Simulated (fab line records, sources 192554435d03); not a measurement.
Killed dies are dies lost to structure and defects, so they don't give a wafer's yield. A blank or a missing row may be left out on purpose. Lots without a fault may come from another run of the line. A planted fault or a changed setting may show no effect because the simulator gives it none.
Chamber matching | flow n5_finfet | N5_BEOL_M14_STRIP_37 on rie_diel-06: 4 sister chambers
The step strips in O2. 4 wafers are shown with their chamber, then 7 later ones without.

WAFERS WITH THEIR CHAMBER
wafer  | chamber | drypump_motor_current_A (A)
L088.3 | 1       | 5.8
L087.5 | 0       | 5.8
L092.2 | 3       | 6.0
L092.4 | 2       | 4.9

WAFERS WITHOUT THEIR CHAMBER
wafer  | drypump_motor_current_A (A)
L092.6 | 6.0
L093.2 | 5.7
L093.3 | 6.0
L093.6 | 5.8
L096.1 | 5.8
L096.3 | 4.9
L096.5 | 5.8

WHICH CHAMBER EACH WENT THROUGH
wafer  | from the rows above     | in truth
L092.6 | 3                       | 3
L093.2 | can't be placed: 0 or 1 | 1
L093.3 | 3                       | 3
L093.6 | can't be placed: 0 or 1 | 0
L096.1 | can't be placed: 0 or 1 | 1
L096.3 | 2                       | 2
L096.5 | can't be placed: 0 or 1 | 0
Placed correctly: 3 of 7. Can't be placed from these rows: 4 (the true chamber is among the candidates in 4). Placed wrongly: 0.
How it was worked out, from the rows above alone: a wafer's distance from a chamber is the root of the sum, over the readings, of the square of ((its reading less the chamber's mean) divided by the reading's scatter). The wafer belongs to the nearest chamber; if the next one is less than 2 further off, it can't be placed. A chamber's mean is the mean of its shown wafers. The scatter: with one shown wafer a chamber, the root of the mean of the squares of how far each hidden wafer lies from its nearest shown one.
